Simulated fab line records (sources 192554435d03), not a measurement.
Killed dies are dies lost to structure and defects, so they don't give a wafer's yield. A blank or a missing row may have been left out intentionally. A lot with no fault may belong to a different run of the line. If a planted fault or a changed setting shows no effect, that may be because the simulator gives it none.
Chamber matching + flow n5-finfet + N5_BEOL_M15_ETCH_61 on rie-diel-05: 4 sister chambers
The step etches BARC in N2/H2, target depth 89 nm, overetch 26.7 nm, time 67.9 s. 16 wafers are shown with their chamber, then 8 later ones without.

## WAFERS WITH THEIR CHAMBER
| wafer  | chamber | showerhead-plenum-p-Torr (Torr) | throttle-valve-pct (%) | oes-product-au (a.u.) |
|--------|---------|---------------------------------|------------------------|-----------------------|
| L078.2 | 2       | 2.68                            | 17.91                  | 0.75                  |
| L078.4 | 0       | 2.68                            | 17.81                  | 0.68                  |
| L078.6 | 2       | 2.68                            | 17.91                  | 0.75                  |
| L080.1 | 0       | 2.68                            | 17.78                  | 0.68                  |
| L080.3 | 3       | 2.45                            | 17.54                  | 0.71                  |
| L080.5 | 2       | 2.68                            | 17.92                  | 0.75                  |
| L082.1 | 1       | 2.67                            | 17.96                  | 0.68                  |
| L082.4 | 2       | 2.68                            | 17.92                  | 0.74                  |
| L082.5 | 1       | 2.67                            | 17.99                  | 0.68                  |
| L079.2 | 0       | 2.68                            | 17.82                  | 0.68                  |
| L079.3 | 2       | 2.68                            | 17.92                  | 0.75                  |
| L079.5 | 0       | 2.68                            | 17.81                  | 0.68                  |
| L081.1 | 2       | 2.68                            | 17.93                  | 0.74                  |
| L081.2 | 3       | 2.45                            | 17.54                  | 0.71                  |
| L081.6 | 2       | 2.68                            | 17.90                  | 0.74                  |
| L092.3 | 2       | 2.67                            | 17.94                  | 0.72                  |

SIGNATURES (means of the wafers above)
| reading                  | chamber 0 | chamber 1 | chamber 2 | chamber 3 | scatter within a chamber |
|--------------------------|-----------|-----------|-----------|-----------|--------------------------|
| showerhead-plenum-p-Torr | 2.6800    | 2.6700    | 2.6787    | 2.4500    | 0.0027                   |
| throttle-valve-pct       | 17.8050   | 17.9750   | 17.9187   | 17.5400   | 0.0143                   |
| oes-product-au           | 0.6800    | 0.6800    | 0.7425    | 0.7100    | 0.00791                  |
Rule: a wafer lies at a distance from a chamber equal to the root of the sum of squares, over the readings, of (its reading less the chamber's mean, divided by the reading's scatter). The wafer belongs to the nearest chamber; if the next one is less than 2 further off, it can't be placed. The scatter is the square root of a quotient: the sum, over the shown wafers, of each reading's squared deviation from its chamber's mean, divided by wafers minus chambers.

## WAFERS WHOSE CHAMBER IS MISSING
| wafer  | showerhead-plenum-p-Torr (Torr) | throttle-valve-pct (%) | oes-product-au (a.u.) |
|--------|---------------------------------|------------------------|-----------------------|
| L092.5 | 2.44                            | 17.57                  | 0.68                  |
| L092.6 | 2.67                            | 17.95                  | 0.73                  |
| L093.2 | 2.67                            | 17.97                  | 0.72                  |
| L093.3 | 2.67                            | 17.84                  | 0.66                  |
| L093.4 | 2.44                            | 17.58                  | 0.69                  |
| L097.3 | 2.66                            | 17.86                  | 0.66                  |
| L097.4 | 2.67                            | 17.99                  | 0.71                  |
| L097.5 | 2.66                            | 18.01                  | 0.66                  |

## CHAMBER TAKEN BY EACH
| wafer  | from the rows above     | in truth                   |
|--------|-------------------------|----------------------------|
| L092.5 | 3                       | 3                          |
| L092.6 | 2                       | 2                          |
| L093.2 | can't be placed: 1 or 2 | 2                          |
| L093.3 | 0                       | 0                          |
| L093.4 | 3                       | 3                          |
| L097.3 | can't be placed: 0 or 1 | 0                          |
| L097.4 | 1                       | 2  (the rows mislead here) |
| L097.5 | 1                       | 1                          |
Placed correctly: 5 of 8. Cannot be placed on the basis of these rows: 2; the candidates contain the true chamber in 2. 1 placed wrongly.
